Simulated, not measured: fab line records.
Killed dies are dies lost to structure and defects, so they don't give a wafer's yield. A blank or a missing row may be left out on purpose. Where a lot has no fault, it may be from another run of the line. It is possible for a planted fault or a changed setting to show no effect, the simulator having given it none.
Problem report, 8D (eight disciplines) form, completed by code -- flow nandHarc -- the parts of the form that need people (team, actions taken, sign-off) are left out

1. PROBLEM STATEMENT
Wafers without a fault read 141.3 s, standard deviation 0.34; runLengthS at NHARC_A_WL_FILL_ETCHBACK_04 reads a mean of 99.4 s on 4 wafers belonging to 2 lots. That is -99 or more standard deviations from the usual mean.
The step: etches the open film in NF3, target depth 60 nm, time 120 s.
The first sign was on wafer L380.1 at day 28 17:55, on rieMetal-01. At this step, 42 wafers from 14 lots have a number in the record. Rule for "out", or "out of limits": more than 4 standard deviations from the usual mean. The rest of the wafers with a number are treated as sound.

2. WHAT IT IS AND WHAT IT IS NOT
question,is,is not
which readings at this step,runLengthS,"drypumpMotorCurrentA, oesProductAu"
which lots,"L380, L381","L358, L359, L360, L361, L363, L364, L365, L366, L367, L368, L369, L375"
which wafers of those lots,"L380.1, L380.6, L381.4, L381.6","L380.3, L381.3"
read on which tools,rieMetal-01,"rieMetal-02, rieMetal-03"
when,from day 28 17:55,up to then (37 sound wafers); but 1 sound wafer of L381 came after

3. THE SUSPECTS, EACH WITH WHAT RULES IT OUT
Counting: any tool at a process step up to the reading remains a suspect provided it ran every lot that is out. Sound lots after the first of them don't rule it out here, since some wafers of a struck lot are sound.
- aldMetal-04 at NHARC_A_WL_FILL_ALD_02 (deposits TiN, target thk 2 nm, pulse time 3 s, ald cycles 100): kept. It processed each lot that is out (first: L380, day 28 17:00); up to then, its last sound lot is L365 (day 23 07:50).
- rieMetal-01 at NHARC_A_WL_FILL_ETCHBACK_04 (etches the open film in NF3, target depth 60 nm, time 120 s): kept. It processed each lot that is out (first: L380, day 28 17:55); up to then, its last sound lot is L375 (day 27 12:58). Its own runLengthS readings are out on those wafers.
Left after counting: aldMetal-04 at NHARC_A_WL_FILL_ALD_02, rieMetal-01 at NHARC_A_WL_FILL_ETCHBACK_04.

4. THE CAUSE (what the simulator had put in)
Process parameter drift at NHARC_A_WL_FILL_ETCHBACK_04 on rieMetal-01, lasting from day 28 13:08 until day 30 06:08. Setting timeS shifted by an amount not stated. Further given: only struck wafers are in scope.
2 suspects survive the count, and this tool is in that group.

5. SEQUENCE OF EFFECTS, ordered by route
Each row: a reading whose mean over the struck wafers that have a number lies more than 3 standard deviations from the usual. Readings are gone through only where the record gives a usual standard deviation; hours: the median, over the lots, of the time from a lot's start at the first step in this table giving one to that lot's start at this step; sigmas: the change measured in usual standard deviations.
hours,step,reading,usual,on struck wafers,change,sigmas
0,NHARC_A_WL_FILL_ETCHBACK_04,runLengthS,141.3 s,99.4,-41.9,-99 or more
Here are the process steps it includes:
- NHARC_A_WL_FILL_ETCHBACK_04: etches the open film in NF3, target depth 60 nm, time 120 s.

6. HOW IT WOULD HAVE BEEN CAUGHT EARLIER
In this record no reading fell out of limits until day 28 17:55, 5 hours after the fault had begun at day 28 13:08.
